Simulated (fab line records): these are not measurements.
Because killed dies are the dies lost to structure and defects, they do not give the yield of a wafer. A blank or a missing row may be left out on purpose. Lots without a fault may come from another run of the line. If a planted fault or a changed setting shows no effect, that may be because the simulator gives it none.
fab line records | flow n5_finfet
[record] lots = 24 wafers = 72 last_day = 18
route steps=1938 shown BEOL_M1@828 BEOL_M2@842
lots that met no fault: from a run of the same line without faults
start_h: the number of hours between the record's first day and the start of the first shown wafer of the lot | wait_h: hours elapsed since this lot's preceding step | " unchanged from the row above | L1.1+2: a single row standing in for several wafers | - no value, or no start was given | * or withheld: withheld | < > ~ a bound
route shown NAME@n: names a module that has steps shown in the file, with the first one's number in the route | usual: mean/standard deviation of fault-free wafers | same: alike in all rows | chamber/n: place in a boat | sites: readings site by site | _std_site: their standard deviation | _edge_site: the outer-site mean with the inner-site mean subtracted | radius_mm: for every site, how far away it sits from the centre of the wafer | mask NAME#n: copy n | behind: the last tool/chamber to shape the wafer | hold: the reason the lot was held/the length of the hold in hours/how it ended | device: transistor that didn't switch, given as n, p or np | end of line: at the end of the route, the tests of the same wafers | for a step that has no rows: nothing shown but its recipe | killed: the dies lost at the first sort to structure and to defects; this is not the yield of the wafer | map: per-die view of a wafer (x killed, . not killed, _ where there is no die)
set.NAME: the run value of the setting; set.NAME@STEP: its run value at that earlier step | model.NAME: the simulator's own value behind a step, which no gauge read
the route's steps for a sample of lots (tables are steps, rows are wafers)
services: when a tool's chamber went out of use (start_h, in hours from the record's first day, below 0 if earlier), for how many hours, and the reason
[[steps]]
[step N5_BEOL_M1_SPUTTER_94]
[recipe] material = Cu target_thk_a = 45 temp_c = -20 chamber_pressure_pa = 0.07 power_w = withheld time_s = 8.29
[usual] throttle_valve_pct = 30.1/0.84
// columns lot.wafer tool chamber start_h wait_h throttle_valve_pct
L075.1 pvd_sputter-03 - 136.11 0.1 29.8
L075.5 " - " " 29.4
L075.6 " - " " 29.9
L074.2 pvd_sputter-03 - 137.95 0.1 30.1
L074.5 " - " " 30.0
L074.6 " - " " 30.2
L076.1 pvd_sputter-03 - 147.81 0.1 30.1
L076.4 " - " " 29.5
L076.5 " - " " 29.8
L077.1 pvd_sputter-02 - 150.95 0.1 29.8
L077.2 " - " " 29.9
L077.5 " - " " 31.7
L078.1 pvd_sputter-01 - 159.32 0.1 31.0
L078.2 " - " " 28.1
L078.4 " - " " 29.9
L079.2 pvd_sputter-03 - 167.00 0.1 29.4
L079.4 " - " " 29.8
L079.5 " - " " 29.5
L080.4 pvd_sputter-02 - 190.65 0.1 29.3
L080.5 " - " " 30.0
L080.6 " - " " 30.7
L081.2 pvd_sputter-02 - 196.31 0.1 29.6
L081.4 " - " " 31.7
L081.5 " - " " 31.9
L082.1 pvd_sputter-03 - 197.51 0.1 30.0
L082.4 " - " " 29.8
L082.5 " - " " 29.8
L084.2 pvd_sputter-03 - 201.49 0.1 30.2
L084.3 " - " " 29.9
L084.4 " - " " 29.9
L085.1 pvd_sputter-01 - 206.39 0.1 28.0
L085.2 " - " " 31.0
L085.4 " - " " 29.9
L083.2 pvd_sputter-02 - 207.93 0.1 31.9
L083.5 " - " " 29.6
L083.6 " - " " 29.8
L086.2 pvd_sputter-03 - 208.11 0.1 29.2
L086.3 " - " " 29.7
L086.6 " - " " 30.5
L087.1 pvd_sputter-01 - 209.65 0.1 28.1
L087.3 " - " " 30.0
L087.4 " - " " 30.9
L088.3 pvd_sputter-02 - 217.50 0.1 29.8
L088.4 " - " " 30.6
L088.6 " - " " 29.8
L089.1 pvd_sputter-01 - 221.38 0.1 28.1
L089.2 " - " " 30.1
L089.3 " - " " 30.8
L090.1 pvd_sputter-02 - 223.20 0.1 30.6
L090.2 " - " " 29.7
L090.5 " - " " 29.9
L091.2 pvd_sputter-01 - 225.72 0.1 29.9
L091.4 " - " " 29.8
L091.6 " - " " 31.1
L092.2 pvd_sputter-02 - 242.85 0.1 29.7
L092.3 " - " " 29.6
L092.6 " - " " 31.7
L093.1 pvd_sputter-02 - 247.03 0.1 29.6
L093.2 " - " " 29.7
L093.5 " - " " 29.7
L094.1 pvd_sputter-03 - 255.54 0.1 29.8
L094.4 " - " " 30.4
L094.6 " - " " 30.2
L095.2 pvd_sputter-02 - 276.03 0.1 29.7
L095.4 " - " " 31.0
L095.5 " - " " 30.0
L096.1 pvd_sputter-02 - 278.27 0.1 29.6
L096.4 " - " " 29.9
L096.5 " - " " 30.9
L097.3 pvd_sputter-03 - 289.73 0.1 29.5
L097.4 " - " " 30.2
L097.5 " - " " 29.4
[step N5_BEOL_M1_ANNEAL_95]
[recipe] temp_c = 400 time_s = 240 ambient = vacuum
[usual] heater_power_w = 814/46
// columns lot.wafer tool chamber start_h wait_h heater_power_w
L075.1 pvd_sputter-03 - 136.19 0.0 891
L075.5 " - " " 814
L075.6 " - " " 845
L074.2 pvd_sputter-03 - 138.03 0.0 863
L074.5 " - " " 868
L074.6 " - " " 796
L076.1 pvd_sputter-03 - 147.89 0.0 793
L076.4 " - " " 894
L076.5 " - " " 823
L077.1 pvd_sputter-02 - 151.03 0.0 812
L077.2 " - " " 864
L077.5 " - " " 776
L078.1 pvd_sputter-01 - 159.40 0.0 868
L078.2 " - " " 750
L078.4 " - " " 741
L079.2 pvd_sputter-03 - 167.08 0.0 795
L079.4 " - " " 875
L079.5 " - " " 783
L080.4 pvd_sputter-02 - 190.73 0.0 860
L080.5 " - " " 821
L080.6 " - " " 832
L081.2 pvd_sputter-02 - 196.39 0.0 810
L081.4 " - " " 803
L081.5 " - " " 817
L082.1 pvd_sputter-03 - 197.59 0.0 816
L082.4 " - " " 846
L082.5 " - " " 905
L084.2 pvd_sputter-03 - 201.57 0.0 811
L084.3 " - " " 843
L084.4 " - " " 863
L085.1 pvd_sputter-01 - 206.47 0.0 739
L085.2 " - " " 882
L085.4 " - " " 753
L083.2 pvd_sputter-02 - 208.01 0.0 819
L083.5 " - " " 847
L083.6 " - " " 780
L086.2 pvd_sputter-03 - 208.19 0.0 815
L086.3 " - " " 861
L086.6 " - " " 817
L087.1 pvd_sputter-01 - 209.73 0.0 747
L087.3 " - " " 689
L087.4 " - " " 877
L088.3 pvd_sputter-02 - 217.58 0.0 796
L088.4 " - " " 796
L088.6 " - " " 819
L089.1 pvd_sputter-01 - 221.46 0.0 734
L089.2 " - " " 689
L089.3 " - " " 858
L090.1 pvd_sputter-02 - 223.28 0.0 807
L090.2 " - " " 848
L090.5 " - " " 828
L091.2 pvd_sputter-01 - 225.80 0.0 676
L091.4 " - " " 761
L091.6 " - " " 846
L092.2 pvd_sputter-02 - 242.93 0.0 845
L092.3 " - " " 776
L092.6 " - " " 784
L093.1 pvd_sputter-02 - 247.11 0.0 829
L093.2 " - " " 819
L093.5 " - " " 800
L094.1 pvd_sputter-03 - 255.62 0.0 873
L094.4 " - " " 803
L094.6 " - " " 774
L095.2 pvd_sputter-02 - 276.11 0.0 842
L095.4 " - " " 824
L095.5 " - " " 819
L096.1 pvd_sputter-02 - 278.35 0.0 799
L096.4 " - " " 866
L096.5 " - " " 844
L097.3 pvd_sputter-03 - 289.81 0.0 797
L097.4 " - " " 815
L097.5 " - " " 806
[step N5_BEOL_M2_THK_MEAS_01]
[recipe] reads = SiOC_of_BEOL_M2_ILD_DEP_00
[usual] M2_ILD_THK = 79.2/1
// columns lot.wafer tool chamber start_h wait_h M2_ILD_THK[nm]
L075.1 film_metro-01 - 137.51 0.0 78.3
L075.5 " - " " 79.5
L075.6 " - " " 79.6
L074.2 film_metro-02 - 139.43 0.1 78.6
L074.5 " - " " 79.4
L074.6 " - " " 79.9
L076.1 film_metro-02 - 149.25 0.0 77.9
L076.4 " - " " 78.6
L076.5 " - " " 78.9
L077.1 film_metro-01 - 152.35 0.0 77.9
L077.2 " - " " 77.9
L077.5 " - " " 80.1
L078.1 film_metro-02 - 160.74 0.1 78.3
L078.2 " - " " 78.6
L078.4 " - " " 80.1
L079.2 film_metro-01 - 168.40 0.1 78.3
L079.4 " - " " 79.7
L079.5 " - " " 81.1
L080.4 film_metro-01 - 192.17 0.0 80.8
L080.5 " - " " 80.6
L080.6 " - " " 81.3
L081.2 film_metro-02 - 198.15 0.1 77.6
L081.4 " - " " 77.8
L081.5 " - " " 79.3
L082.1 film_metro-01 - 198.91 0.0 78.8
L082.4 " - " " 79.4
L082.5 " - " " 79.1
L084.2 film_metro-01 - 202.91 0.1 78.4
L084.3 " - " " 80.2
L084.4 " - " " 80.0
L085.1 film_metro-02 - 208.52 0.1 77.8
L085.2 " - " " 79.2
L085.4 " - " " 80.2
L083.2 film_metro-01 - 209.41 0.1 78.5
L083.5 " - " " 79.1
L083.6 " - " " 78.9
L086.2 film_metro-01 - 209.69 0.1 78.8
L086.3 " - " " 79.6
L086.6 " - " " 79.7
L087.1 film_metro-02 - 211.09 0.0 77.5
L087.3 " - " " 77.5
L087.4 " - " " 79.4
L088.3 film_metro-02 - 220.19 0.1 80.3
L088.4 " - " " 79.6
L088.6 " - " " 79.0
L089.1 film_metro-01 - 224.14 0.0 78.2
L089.2 " - " " 78.9
L089.3 " - " " 77.5
L090.1 film_metro-01 - 224.95 0.0 78.2
L090.2 " - " " 78.5
L090.5 " - " " 80.5
L091.2 film_metro-01 - 227.12 0.1 78.3
L091.4 " - " " 80.6
L091.6 " - " " 79.9
L092.2 film_metro-02 - 245.28 0.1 79.0
L092.3 " - " " 79.5
L092.6 " - " " 81.3
L093.1 film_metro-02 - 248.45 0.0 77.9
L093.2 " - " " 77.2
L093.5 " - " " 78.6
L094.1 film_metro-01 - 258.14 0.0 79.7
L094.4 " - " " 81.0
L094.6 " - " " 80.5
L095.2 film_metro-02 - 277.42 0.1 78.9
L095.4 " - " " 80.7
L095.5 " - " " 80.5
L096.1 film_metro-01 - 279.72 0.0 79.1
L096.4 " - " " 80.0
L096.5 " - " " 80.7
L097.3 film_metro-01 - 291.15 0.1 77.9
L097.4 " - " " 78.3
L097.5 " - " " 77.9
[step N5_BEOL_M2_PECVD_72]
[recipe] material = SiO2 target_thk_a = 160 temp_c = 400 precursor = TEOS/O2 pressure_torr = 5.5 rf_w = 450 teos_flow_sccm = 53.8 gas = O2 flow_sccm = 3000 time_s = 18
[usual] heater_power_w = 732/75 showerhead_plenum_p_Torr = 8.74/0.049 showerhead_vpp_V = 1303/54 throttle_valve_pct = 22.7/1.1
// columns lot.wafer tool chamber start_h wait_h heater_power_w showerhead_plenum_p_Torr showerhead_vpp_V throttle_valve_pct
L075.1 pecvd-03 1 137.55 0.0 574 8.81 1420 24.3
L075.5 " 1 " " 588 8.79 1433 24.4
L075.6 " 2 " " 869 8.75 1266 21.3
L074.2 pecvd-01 2 139.46 0.0 793 8.72 1236 20.5
L074.5 " 0 " " 759 8.74 1330 23.3
L074.6 " 2 " " 846 8.66 1274 20.9
L076.1 pecvd-01 0 149.29 0.0 693 8.73 1323 23.5
L076.4 " 1 " " 724 8.72 1351 22.1
L076.5 " 2 " " 798 8.67 1243 20.7
L077.1 pecvd-02 1 152.39 0.0 777 8.70 1285 23.1
L077.2 " 2 " " 805 8.89 1287 23.1
L077.5 " 2 " " 812 8.88 1303 23.1
L078.1 pecvd-01 0 160.78 0.0 729 8.73 1344 23.2
L078.2 " 2 " " 703 8.70 1261 20.7
L078.4 " 2 " " 683 8.72 1242 20.4
L079.2 pecvd-02 0 168.43 0.0 773 8.76 1294 23.7
L079.4 " 0 " " 767 8.76 1309 23.8
L079.5 " 2 " " 683 8.89 1308 23.0
L080.4 pecvd-01 2 192.22 0.1 732 8.70 1251 20.5
L080.5 " 0 " " 713 8.74 1319 23.3
L080.6 " 1 " " 747 8.74 1330 22.3
L081.2 pecvd-01 0 198.19 0.0 630 8.72 1330 23.0
L081.4 " 2 " " 780 8.70 1238 20.9
L081.5 " 1 " " 749 8.72 1352 21.9
L082.1 pecvd-02 0 198.95 0.0 688 8.74 1280 24.1
L082.4 " 0 " " 685 8.77 1290 23.7
L082.5 " 1 " " 770 8.71 1291 23.1
L084.2 pecvd-03 1 202.95 0.0 654 8.79 1416 24.3
L084.3 " 0 " " 658 8.69 1226 22.7
L084.4 " 0 " " 632 8.69 1215 22.8
L085.1 pecvd-03 2 208.55 0.0 856 8.74 1243 21.2
L085.2 " 0 " " 557 8.71 1200 22.6
L085.4 " 1 " " 679 8.80 1415 24.4
L083.2 pecvd-02 1 209.44 0.0 683 8.72 1318 22.7
L083.5 " 1 " " 664 8.73 1326 22.7
L083.6 " 0 " " 682 8.73 1306 23.9
L086.2 pecvd-01 2 209.73 0.0 683 8.70 1235 20.8
L086.3 " 0 " " 741 8.73 1312 23.2
L086.6 " 0 " " 732 8.72 1330 23.2
L087.1 pecvd-02 1 211.13 0.0 761 8.71 1316 22.7
L087.3 " 0 " " 783 8.75 1291 23.8
L087.4 " 1 " " 764 8.70 1308 22.9
L088.3 pecvd-01 0 220.23 0.0 632 8.73 1347 23.9
L088.4 " 2 " " 790 8.66 1297 20.9
L088.6 " 0 " " 650 8.73 1323 23.4
L089.1 pecvd-02 1 224.18 0.0 662 8.70 1306 22.9
L089.2 " 0 " " 768 8.75 1297 23.9
L089.3 " 1 " " 648 8.71 1303 23.0
L090.1 pecvd-02 1 224.99 0.0 658 8.75 1314 22.8
L090.2 " 0 " " 743 8.74 1296 23.8
L090.5 " 0 " " 745 8.77 1287 24.1
L091.2 pecvd-01 2 227.15 0.0 775 8.70 1257 20.9
L091.4 " 2 " " 748 8.69 1258 20.7
L091.6 " 2 " " 779 8.70 1254 20.8
L092.2 pecvd-02 0 245.32 0.0 805 8.74 1305 23.8
L092.3 " 2 " " 906 8.87 1314 21.6
L092.6 " 2 " " 898 8.87 1299 21.5
L093.1 pecvd-03 1 248.49 0.0 669 8.79 1444 24.4
L093.2 " 2 " " 745 8.75 1251 21.4
L093.5 " 1 " " 702 8.80 1437 24.2
L094.1 pecvd-03 0 258.18 0.0 669 8.72 1207 22.7
L094.4 " 0 " " 663 8.72 1198 23.2
L094.6 " 1 " " 677 8.78 1418 24.3
L095.2 pecvd-03 0 277.46 0.0 650 8.71 1219 22.8
L095.4 " 0 " " 660 8.71 1219 22.8
L095.5 " 1 " " 625 8.80 1430 24.4
L096.1 pecvd-01 1 279.76 0.0 721 8.75 1322 22.1
L096.4 " 2 " " 794 8.71 1268 21.1
L096.5 " 0 " " 764 8.70 1294 23.5
L097.3 pecvd-02 1 291.19 0.0 773 8.73 1321 23.0
L097.4 " 2 " " 895 8.88 1307 21.7
L097.5 " 1 " " 753 8.69 1316 22.9
[step N5_BEOL_M2_OVL_MEAS_12]
[recipe] points_per_wafer = 522
[usual] M2_OVL = -0.2/0.74
// columns lot.wafer tool chamber start_h wait_h M2_OVL[nm]
L075.1 overlay-01 0 138.96 0.0 0.1
L075.5 " 0 " " 0.7
L075.6 " 0 " " -1.7
L074.2 overlay-02 0 140.84 0.0 -0.4
L074.5 " 0 " " 0.8
L074.6 " 0 " " -1.8
L076.1 overlay-01 0 151.92 0.0 0.2
L076.4 " 0 " " -1.3
L076.5 " 0 " " -1.6
L077.1 overlay-01 0 153.94 0.0 -0.1
L077.2 " 0 " " -0.7
L077.5 " 0 " " 1.2
L078.1 overlay-01 0 162.95 0.0 0.8
L078.2 " 0 " " -0.8
L078.4 " 0 " " -1.0
L079.2 overlay-02 0 170.29 0.0 0.5
L079.4 " 0 " " 1.3
L079.5 " 0 " " 0.5
L080.4 overlay-01 0 194.18 0.0 -0.6
L080.5 " 0 " " -0.3
L080.6 " 0 " " -1.2
L081.2 overlay-02 0 199.05 0.0 0.2
L081.4 " 0 " " 0.6
L081.5 " 0 " " 0.3
L082.1 overlay-01 0 199.55 0.0 -0.5
L082.4 " 0 " " 0.2
L082.5 " 0 " " 0.7
L084.2 overlay-01 0 204.24 0.0 1.3
L084.3 " 0 " " 0.4
L084.4 " 0 " " -0.2
L085.1 overlay-02 0 209.94 0.0 0.9
L085.2 " 0 " " 0.4
L085.4 " 0 " " 0.3
L083.2 overlay-01 0 210.50 0.0 0.5
L083.5 " 0 " " 0.4
L083.6 " 0 " " 0.7
L086.2 overlay-02 0 210.55 0.0 -0.3
L086.3 " 0 " " 1.0
L086.6 " 0 " " 0.4
L087.1 overlay-01 0 211.64 0.0 -0.9
L087.3 " 0 " " 0.1
L087.4 " 0 " " 0.1
L088.3 overlay-01 0 222.70 0.0 -0.7
L088.4 " 0 " " -1.2
L088.6 " 0 " " -0.6
L089.1 overlay-02 0 225.99 0.0 0.1
L089.2 " 0 " " -0.1
L089.3 " 0 " " -0.2
L090.1 overlay-02 0 226.05 0.0 0.1
L090.2 " 0 " " 0.8
L090.5 " 0 " " 0.1
L091.2 overlay-01 0 229.26 0.0 -1.1
L091.4 " 0 " " -1.5
L091.6 " 0 " " -1.0
L092.2 overlay-01 0 248.06 0.0 -0.1
L092.3 " 0 " " 1.3
L092.6 " 0 " " 0.6
L093.1 overlay-02 0 249.53 0.0 -1.1
L093.2 " 0 " " -0.5
L093.5 " 0 " " -0.8
L094.1 overlay-02 0 258.66 0.0 -0.8
L094.4 " 0 " " -0.4
L094.6 " 0 " " -0.5
L095.2 overlay-02 0 278.07 0.0 0.5
L095.4 " 0 " " -1.0
L095.5 " 0 " " 0.6
L096.1 overlay-01 0 281.73 0.0 -1.3
L096.4 " 0 " " -1.5
L096.5 " 0 " " -0.8
L097.3 overlay-01 0 291.86 0.0 -0.7
L097.4 " 0 " " -0.3
L097.5 " 0 " " -1.3
[step N5_BEOL_M2_OCD_MEAS_38]
[usual] trench_depth_nm = 56.0/1
// columns lot.wafer tool chamber start_h wait_h trench_depth_nm
L075.1 ocd-02 - 141.23 - 55.1
L075.5 " - " " 57.4
L075.6 " - " " 56.1
L074.2 ocd-02 - 144.51 - 55.2
L074.5 " - " " 55.1
L074.6 " - " " 56.0
L076.1 ocd-01 - 154.38 - 54.7
L076.4 " - " " 56.7
L076.5 " - " " 55.9
L077.1 ocd-02 - 156.09 - 56.6
L077.2 " - " " 55.4
L077.5 " - " " 55.7
L078.1 ocd-02 - 167.26 - 57.3
L078.2 " - " " 56.0
L078.4 " - " " 55.1
L079.2 ocd-01 - 171.95 - 57.0
L079.4 " - " " 56.9
L079.5 " - " " 55.8
L080.4 ocd-02 - 195.89 - 56.0
L080.5 " - " " 55.6
L080.6 " - " " 55.1
L081.2 ocd-01 - 202.85 - 57.1
L081.4 " - " " 56.0
L081.5 " - " " 58.0
L082.1 ocd-02 - 203.04 - 56.5
L082.4 " - " " 55.4
L082.5 " - " " 57.3
L084.2 ocd-02 - 206.72 - 56.5
L084.3 " - " " 53.9
L084.4 " - " " 55.0
L085.1 ocd-01 - 212.34 - 56.2
L085.2 " - " " 57.0
L085.4 " - " " 56.8
L083.2 ocd-01 - 212.42 - 58.3
L083.5 " - " " 57.9
L083.6 " - " " 55.8
L086.2 ocd-01 - 216.34 - 57.2
L086.3 " - " " 55.2
L086.6 " - " " 58.3
L087.1 ocd-02 - 216.47 - 55.4
L087.3 " - " " 57.4
L087.4 " - " " 56.3
L088.3 ocd-01 - 225.93 - 56.0
L088.4 " - " " 55.6
L088.6 " - " " 55.0
L089.1 ocd-01 - 228.57 - 56.7
L089.2 " - " " 55.2
L089.3 " - " " 56.8
L090.1 ocd-02 - 228.61 - 56.6
L090.2 " - " " 57.3
L090.5 " - " " 56.1
L091.2 ocd-02 - 235.74 - 56.4
L091.4 " - " " 54.9
L091.6 " - " " 54.9
L092.2 ocd-01 - 253.41 - 54.1
L092.3 " - " " 57.4
L092.6 " - " " 56.6
L093.1 ocd-01 - 256.96 - 56.7
L093.2 " - " " 55.6
L093.5 " - " " 55.4
L094.1 ocd-01 - 260.50 - 55.9
L094.4 " - " " 55.6
L094.6 " - " " 54.4
L095.2 ocd-02 - 281.70 - 56.2
L095.4 " - " " 56.4
L095.5 " - " " 56.0
L096.1 ocd-02 - 283.93 - 56.4
L096.4 " - " " 55.7
L096.5 " - " " 57.2
L097.3 ocd-02 - 296.63 - 56.4
L097.4 " - " " 56.1
L097.5 " - " " 56.6
[[services]]
// columns tool chamber start_h hours kind
pecvd-03 0 157.03 18.3 repair
pvd_sputter-03 - 161.40 1.8 repair
pvd_sputter-03 - 171.10 11.7 repair
pecvd-02 1 184.14 2.1 scheduled_down
pvd_sputter-01 - 188.53 1.3 repair
pecvd-03 - 191.15 0.3 repair
pecvd-02 2 202.38 - clean
pecvd-02 2 202.38 - consumable_replace:showerhead
pecvd-02 2 202.38 29.0 scheduled_down
pecvd-02 2 202.38 29.0 vent_cycle
pecvd-01 0 224.96 5.5 scheduled_down
pecvd-01 2 241.33 7.7 repair
pecvd-03 - 258.74 2.8 pm
[[key]]
fault none
